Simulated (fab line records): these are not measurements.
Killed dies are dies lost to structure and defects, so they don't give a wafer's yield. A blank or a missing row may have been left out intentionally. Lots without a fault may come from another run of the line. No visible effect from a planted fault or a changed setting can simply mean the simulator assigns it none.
fab line records	flow nand_harc
record lots=11	wafers=33	last_day=34
route steps=1302 shown A_ONON_D2@565 A_CHANNEL_HOLE_D2@580
lots with no fault: from the same line, run without faults
start_h: the number of hours between the record's first day and the start of the first shown wafer of the lot	wait_h: hours elapsed since this lot's preceding step	" repeats the value in the row above	L1.1+2: a single row standing in for several wafers	- no value, or no start given	* or withheld: withheld	< > ~ a bound
route shown NAME@n: NAME is a module with steps in the file, n the number in the route of the first one	usual: mean/standard deviation taken from wafers without a fault	same: alike in all rows	chamber/n: place in a boat	sites: per-site readings	_std_site: the standard deviation of these	_edge_site: inner sites' mean taken away from outer sites' mean	radius_mm: how far each site lies from the wafer's centre	mask NAME#n: copy n	behind: the most recent tool/chamber to have shaped the wafer	hold: cause of the lot's hold/its duration in hours/its outcome	device: whichever transistor did not switch (one of n, p or np)	end of line: tests of these same wafers at the route's end	for a step that has no rows: nothing shown but its recipe	killed: at the first sort, the dies lost to defects and structure; wafer yield is something else	map: dies across one wafer; x = killed, . = not, _ = none there
set.NAME: the setting the step ran with; set.NAME@STEP: the setting that earlier step ran with	model.NAME: the simulator's own value behind a step, which no gauge read
the route's steps for a sample of lots (tables are steps, rows are wafers)
services: a tool's chamber out of use, with start hour (start_h, from the record's first day; less than 0 if before it), hours out, and reason
## steps
# step NHARC_A_ONON_D2_THK_MEAS_30
# recipe thk_meas_gauge=ellipsometry
# usual thk_nm=998/10
lot.wafer	tool	chamber	start_h	wait_h	thk_nm
L979.1	film_metro-02	-	294.15	-	1008
L979.3	"	-	"	"	1009
L979.6	"	-	"	"	1009
L980.1	film_metro-01	-	304.42	-	1002
L980.2	"	-	"	"	1003
L980.5	"	-	"	"	1003
L981.2	film_metro-02	-	312.23	-	980
L981.3	"	-	"	"	981
L981.5	"	-	"	"	983
L983.2	film_metro-02	-	341.89	-	981
L983.4	"	-	"	"	982
L983.6	"	-	"	"	983
L986.2	film_metro-01	-	360.68	-	990
L986.4	"	-	"	"	994
L986.5	"	-	"	"	992
L987.2	film_metro-01	-	367.69	-	1002
L987.4	"	-	"	"	1001
L987.6	"	-	"	"	1002
L991.1	film_metro-02	-	399.65	-	993
L991.5	"	-	"	"	997
L991.6	"	-	"	"	996
L990.1	film_metro-02	-	399.78	-	989
L990.5	"	-	"	"	989
L990.6	"	-	"	"	987
L992.1	film_metro-02	-	411.49	-	996
L992.3	"	-	"	"	995
L992.6	"	-	"	"	995
L995.2	film_metro-01	-	451.71	-	1013
L995.3	"	-	"	"	1016
L995.4	"	-	"	"	1015
L102.2	film_metro-01	-	524.47	-	1007
L102.4	"	-	"	"	1007
L102.6	"	-	"	"	1004
# step NHARC_A_ONON_D2_DEP_33
# recipe target_thk_a=2000	temp_c=400	pressure_torr=6.5	rf_w=900	teos_flow_sccm=161.4	flow_sccm=2650	target_thk_nm=200	gas=O2	material=SiO2
# usual chamber_pressure_Torr=6.501/0.014	flow_sccm=2650/8.9	heater_power_w=572/94	throttle_valve_pct=16.0/0.47
lot.wafer	tool	chamber	start_h	wait_h	chamber_pressure_Torr	flow_sccm	heater_power_w	since_wet_clean_h	throttle_valve_pct
L979.3	pecvd-04	1	294.21	0.1	6.500	2638	529	12	15.6
L979.1	"	0	"	"	6.497	2645	591	12	16.4
L979.6	"	0	"	"	6.472	2646	589	-	16.5
L980.2	pecvd-02	2	304.52	0.1	6.535	2648	546	65	15.1
L980.1	"	0	"	"	6.502	2659	715	65	16.2
L980.5	"	2	"	"	6.517	2666	566	-	15.3
L981.2	pecvd-02	0	312.31	0.1	6.486	2633	760	72	16.1
L981.3	"	2	"	"	6.490	2659	623	72	15.5
L981.5	"	1	"	"	6.529	2638	408	-	15.7
L983.2	pecvd-01	1	341.99	0.1	6.506	2640	627	18	15.1
L983.6	"	0	"	"	6.512	2645	601	-	16.4
L983.4	"	2	"	"	6.504	2642	588	-	15.9
L986.2	pecvd-01	2	360.78	0.1	6.497	2659	638	37	15.7
L986.4	"	1	"	"	6.504	2648	669	-	15.6
L986.5	"	2	"	"	6.493	2637	488	-	15.5
L987.2	pecvd-01	2	367.75	0.1	6.509	2649	623	44	15.7
L987.4	"	2	"	"	6.500	2652	626	-	15.7
L987.6	"	1	"	"	6.507	2652	585	-	15.6
L991.1	pecvd-01	2	399.70	0.1	6.495	2652	645	76	15.7
L991.6	"	0	"	"	6.482	2636	577	-	16.6
L991.5	"	1	"	"	6.505	2657	736	-	15.5
L990.1	pecvd-02	2	399.91	0.1	6.487	2673	524	160	15.7
L990.6	"	1	"	"	6.514	2645	412	-	16.1
L990.5	"	2	"	"	6.488	2660	538	-	15.5
L992.3	pecvd-04	2	411.59	0.1	6.515	2644	528	130	16.7
L992.1	"	0	"	"	6.518	2667	607	130	16.2
L992.6	"	0	"	"	6.510	2665	605	-	16.3
L995.2	pecvd-01	1	451.85	0.1	6.499	2646	711	128	15.3
L995.3	"	2	"	"	6.509	2666	520	128	16.0
L995.4	"	1	"	"	6.494	2653	722	-	15.7
L102.2	pecvd-01	2	524.62	0.1	6.492	2644	538	20	15.0
L102.4	"	0	"	"	6.490	2665	601	-	15.8
L102.6	"	2	"	"	6.501	2641	567	-	14.9
# step NHARC_A_CHANNEL_HOLE_D2_PEB_08
# recipe peb_temp_c=100	peb_time_s=65
# usual heater_power_total_W=156.7/0.4
lot.wafer	tool	chamber	start_h	wait_h	heater_power_total_W
L979.1	litho_track-01	0	297.34	0.1	156.0
L979.3	"	0	"	"	156.2
L979.6	"	0	"	"	157.0
L980.1	litho_track-06	0	316.79	0.1	157.0
L980.2	"	0	"	"	157.1
L980.5	"	0	"	"	156.5
L981.2	litho_track-01	0	320.36	0.1	157.1
L981.3	"	0	"	"	156.9
L981.5	"	0	"	"	156.8
L983.2	litho_track-04	0	346.22	0.1	156.1
L983.4	"	0	"	"	157.1
L983.6	"	0	"	"	157.1
L986.2	litho_track-06	0	364.29	0.1	156.5
L986.4	"	0	"	"	156.0
L986.5	"	0	"	"	156.1
L987.2	litho_track-04	0	373.14	0.1	156.7
L987.4	"	0	"	"	156.1
L987.6	"	0	"	"	157.1
L991.1	litho_track-04	0	404.72	0.1	156.0
L991.5	"	0	"	"	156.9
L991.6	"	0	"	"	156.5
L990.1	litho_track-01	0	406.05	0.1	156.8
L990.5	"	0	"	"	156.8
L990.6	"	0	"	"	156.4
L992.1	litho_track-06	0	414.53	0.1	156.9
L992.3	"	0	"	"	157.0
L992.6	"	0	"	"	157.1
L995.2	litho_track-04	0	459.04	0.1	187.1
L995.3	"	0	"	"	156.0
L995.4	"	0	"	"	186.7
L102.2	litho_track-01	0	530.43	0.1	157.1
L102.4	"	0	"	"	156.7
L102.6	"	0	"	"	157.1
# step NHARC_A_CHANNEL_HOLE_D2_CD_MEAS_10
# recipe target_cd_nm=100	landing_energy_ev=500
# usual cd_nm=100.3/0.57
lot.wafer	tool	chamber	start_h	wait_h	cd_nm
L979.1	cd_sem-02	0	297.42	-	100.4
L979.3	"	0	"	"	100.6
L979.6	"	0	"	"	100.2
L980.1	cd_sem-02	0	316.87	-	100.5
L980.2	"	0	"	"	100.3
L980.5	"	0	"	"	100.6
L981.2	cd_sem-03	0	320.44	-	101.1
L981.3	"	0	"	"	101.1
L981.5	"	0	"	"	100.0
L983.2	cd_sem-02	0	346.30	-	99.4
L983.4	"	0	"	"	100.1
L983.6	"	0	"	"	99.8
L986.2	cd_sem-01	0	364.37	-	101.1
L986.4	"	0	"	"	99.9
L986.5	"	0	"	"	99.9
L987.2	cd_sem-01	0	373.22	-	100.1
L987.4	"	0	"	"	99.3
L987.6	"	0	"	"	100.1
L991.1	cd_sem-01	0	404.80	-	100.0
L991.5	"	0	"	"	100.0
L991.6	"	0	"	"	101.1
L990.1	cd_sem-03	0	406.13	-	100.2
L990.5	"	0	"	"	99.9
L990.6	"	0	"	"	100.7
L992.1	cd_sem-03	0	414.61	-	100.8
L992.3	"	0	"	"	100.6
L992.6	"	0	"	"	100.0
L995.2	cd_sem-01	0	459.12	-	91.1
L995.3	"	0	"	"	100.3
L995.4	"	0	"	"	91.2
L102.2	cd_sem-03	0	530.51	-	100.0
L102.4	"	0	"	"	100.0
L102.6	"	0	"	"	99.8
# step NHARC_A_CHANNEL_HOLE_D2_INSPECT_12
# usual raw_defect_count=32/23
lot.wafer	tool	chamber	start_h	wait_h	raw_defect_count
L979.1	defect_inspect-02	-	297.54	0.0	55
L979.3	"	-	"	"	67
L979.6	"	-	"	"	47
L980.1	defect_inspect-02	-	316.99	0.0	72
L980.2	"	-	"	"	57
L980.5	"	-	"	"	71
L981.2	defect_inspect-01	-	320.56	0.0	46
L981.3	"	-	"	"	60
L981.5	"	-	"	"	62
L983.2	defect_inspect-02	-	346.42	0.0	57
L983.4	"	-	"	"	50
L983.6	"	-	"	"	58
L986.2	defect_inspect-01	-	364.49	0.0	9
L986.4	"	-	"	"	5
L986.5	"	-	"	"	10
L987.2	defect_inspect-02	-	373.35	0.0	56
L987.4	"	-	"	"	51
L987.6	"	-	"	"	60
L991.1	defect_inspect-02	-	404.92	0.0	12
L991.5	"	-	"	"	9
L991.6	"	-	"	"	6
L990.1	defect_inspect-01	-	406.26	0.0	52
L990.5	"	-	"	"	66
L990.6	"	-	"	"	53
L992.1	defect_inspect-01	-	414.74	0.0	14
L992.3	"	-	"	"	9
L992.6	"	-	"	"	13
L995.2	defect_inspect-02	-	459.25	0.0	53
L995.3	"	-	"	"	59
L995.4	"	-	"	"	54
L102.2	defect_inspect-01	-	530.63	0.0	5
L102.4	"	-	"	"	8
L102.6	"	-	"	"	5
# step NHARC_A_CHANNEL_HOLE_D2_CD_MEAS_18
# usual cd_nm=101.6/2.5
lot.wafer	tool	chamber	start_h	wait_h	cd_nm
L979.1	cd_sem-03	-	298.71	-	104.5
L979.3	"	-	"	"	101.1
L979.6	"	-	"	"	100.0
L980.1	cd_sem-03	-	318.16	-	98.8
L980.2	"	-	"	"	102.6
L980.5	"	-	"	"	102.3
L981.2	cd_sem-03	-	321.73	-	102.1
L981.3	"	-	"	"	97.4
L981.5	"	-	"	"	102.2
L983.2	cd_sem-01	-	347.67	-	107.5
L983.4	"	-	"	"	101.5
L983.6	"	-	"	"	101.1
L986.2	cd_sem-03	-	365.67	-	101.6
L986.4	"	-	"	"	100.8
L986.5	"	-	"	"	100.0
L987.2	cd_sem-03	-	374.51	-	100.8
L987.4	"	-	"	"	101.9
L987.6	"	-	"	"	102.8
L991.1	cd_sem-03	-	406.09	-	97.4
L991.5	"	-	"	"	100.0
L991.6	"	-	"	"	102.9
L990.1	cd_sem-01	-	407.43	-	100.2
L990.5	"	-	"	"	98.8
L990.6	"	-	"	"	105.8
L992.1	cd_sem-03	-	415.90	-	103.7
L992.3	"	-	"	"	101.0
L992.6	"	-	"	"	102.6
L995.2	cd_sem-02	-	460.41	-	92.2
L995.3	"	-	"	"	100.6
L995.4	"	-	"	"	95.2
L102.2	cd_sem-01	-	532.41	-	104.1
L102.4	"	-	"	"	96.1
L102.6	"	-	"	"	98.7
# step NHARC_A_CHANNEL_HOLE_D2_CD_MEAS_31
# usual cd_nm=90.2/1.9
lot.wafer	tool	chamber	start_h	wait_h	cd_nm
L979.1	cd_sem-02	-	306.08	-	91.6
L979.3	"	-	"	"	91.5
L979.6	"	-	"	"	90.0
L980.1	cd_sem-02	-	323.76	-	90.5
L980.2	"	-	"	"	94.8
L980.5	"	-	"	"	91.8
L981.2	cd_sem-02	-	327.92	-	89.4
L981.3	"	-	"	"	89.9
L981.5	"	-	"	"	89.9
L983.2	cd_sem-01	-	353.24	-	90.3
L983.4	"	-	"	"	90.7
L983.6	"	-	"	"	90.1
L986.2	cd_sem-01	-	371.28	-	91.2
L986.4	"	-	"	"	89.3
L986.5	"	-	"	"	89.7
L987.2	cd_sem-03	-	384.09	-	88.2
L987.4	"	-	"	"	89.2
L987.6	"	-	"	"	88.6
L991.1	cd_sem-01	-	413.61	-	88.8
L991.5	"	-	"	"	91.2
L991.6	"	-	"	"	88.4
L990.1	cd_sem-03	-	417.74	-	90.6
L990.5	"	-	"	"	89.2
L990.6	"	-	"	"	92.5
L992.1	cd_sem-02	-	421.83	-	88.8
L992.3	"	-	"	"	90.9
L992.6	"	-	"	"	88.0
L995.2	cd_sem-02	-	466.01	-	79.9
L995.3	"	-	"	"	88.5
L995.4	"	-	"	"	81.2
L102.2	cd_sem-03	-	538.30	-	90.2
L102.4	"	-	"	"	90.1
L102.6	"	-	"	"	85.2
# step NHARC_A_CHANNEL_HOLE_D2_XSEM_32
# recipe landing_energy_ev=35000
# usual bot_cd_nm=74.8/2.1	bow_nm=8.50/0.23	tilt_deg=0.06/0.037
lot.wafer	tool	chamber	start_h	wait_h	bot_cd_nm	bow_nm	tilt_deg
L979.1	xsem-01	0	306.18	0.1	75.7	8.25	-0.03
L979.3	"	0	"	"	75.5	8.25	-0.03
L979.6	"	0	"	"	73.7	8.35	-0.03
L980.1	xsem-01	0	323.84	0.1	75.7	8.30	0.07
L980.2	"	0	"	"	79.4	8.24	0.07
L980.5	"	0	"	"	76.9	8.34	0.07
L981.2	xsem-01	0	328.01	0.1	74.7	8.68	0.06
L981.3	"	0	"	"	74.3	8.69	0.06
L981.5	"	0	"	"	74.1	8.69	0.06
L983.2	xsem-01	0	353.32	0.1	75.0	8.61	0.02
L983.4	"	0	"	"	75.0	8.55	0.02
L983.6	"	0	"	"	73.8	8.60	0.02
L986.2	xsem-02	0	371.38	0.1	75.3	8.75	0.06
L986.4	"	0	"	"	73.2	8.69	0.06
L986.5	"	0	"	"	74.2	8.72	0.06
L987.2	xsem-02	0	384.18	0.1	73.3	8.75	0.04
L987.4	"	0	"	"	74.0	8.79	0.04
L987.6	"	0	"	"	73.7	8.76	0.04
L991.1	xsem-02	0	413.70	0.1	73.5	8.40	0.08
L991.5	"	0	"	"	76.6	8.39	0.08
L991.6	"	0	"	"	73.7	8.34	0.07
L990.1	xsem-02	0	417.83	0.1	75.6	8.21	-0.03
L990.5	"	0	"	"	74.1	8.19	-0.03
L990.6	"	0	"	"	77.7	8.17	-0.03
L992.1	xsem-01	0	421.91	0.1	73.5	8.69	0.05
L992.3	"	0	"	"	75.6	8.75	0.05
L992.6	"	0	"	"	73.1	8.80	0.05
L995.2	xsem-02	0	466.10	0.1	63.5	8.16	0.11
L995.3	"	0	"	"	72.5	8.20	0.11
L995.4	"	0	"	"	65.3	8.17	0.11
L102.2	xsem-02	0	538.39	0.1	73.8	9.17	0.05
L102.4	"	0	"	"	73.7	9.04	0.05
L102.6	"	0	"	"	69.5	9.14	0.06
## services
tool	chamber	start_h	hours	kind
pecvd-01	-	311.10	13.0	pm
pecvd-01	0	311.10	13.0	vent_cycle
pecvd-01	1	311.10	13.0	vent_cycle
pecvd-01	2	311.10	13.0	vent_cycle
pecvd-01	0	324.10	-	clean
pecvd-01	1	324.10	-	clean
pecvd-01	2	324.10	-	clean
litho_track-01	-	330.00	7.0	pm
pecvd-04	-	335.05	0.7	repair
litho_track-06	-	354.00	7.0	pm
xsem-01	-	374.00	14.0	pm
litho_track-04	-	378.00	7.0	pm
pecvd-02	0	392.88	8.4	repair
pecvd-02	-	408.14	13.0	pm
pecvd-04	-	450.03	13.0	pm
pecvd-04	2	472.90	3.7	repair
pecvd-01	-	492.10	13.0	pm
pecvd-01	0	492.10	13.0	vent_cycle
pecvd-01	1	492.10	13.0	vent_cycle
pecvd-01	2	492.10	14.7	vent_cycle
litho_track-01	-	505.00	7.0	pm
pecvd-01	0	505.10	-	clean
pecvd-01	1	505.10	-	clean
litho_track-06	-	529.00	7.0	pm
## key
first_sign step=NHARC_A_CHANNEL_HOLE_D2_PEB_08	reading=heater_power_total_W	direction=up	sigmas=75	usual=*	struck=*
effect step=NHARC_A_CHANNEL_HOLE_D2_CD_MEAS_10	reading=cd_nm	direction=down	sigmas=16	usual=100.3	struck=91.2
effect step=NHARC_A_CHANNEL_HOLE_D2_CD_MEAS_18	reading=cd_nm	direction=down	sigmas=3.2	usual=101.6	struck=93.7
effect step=NHARC_A_CHANNEL_HOLE_D2_CD_MEAS_31	reading=cd_nm	direction=down	sigmas=5	usual=90.2	struck=80.6
effect step=NHARC_A_CHANNEL_HOLE_D2_XSEM_32	reading=bot_cd_nm	direction=down	sigmas=5	usual=74.8	struck=64.4
met_at NHARC_A_CHANNEL_HOLE_D2_PEB_08
struck_lots L995
struck_wafers L995.2,L995.4
tester_left_out L995
not_acting_at NHARC_A_ONON_D2_THK_MEAS_30,NHARC_A_ONON_D2_DEP_33,NHARC_A_CHANNEL_HOLE_D2_INSPECT_12
onset_between 404.72 459.04
fault kind=process_parameter_drift	tool=litho_track-04	chamber=-	onset_h=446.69	steps=NHARC_A_CHANNEL_HOLE_D2_PEB_08	channel=peb_time_s	offset=*	shape=step	end_h=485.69	scope=struck_wafers_only	acts_in=*	stated=*
# tester_left_out: of these lots the tester's yield and bins aren't shown, on N5 and GAA mostly nor the transistor test; their killed dies are dies lost to structure and defects alone, not to doping, threshold or leakage, so they don't give the yield
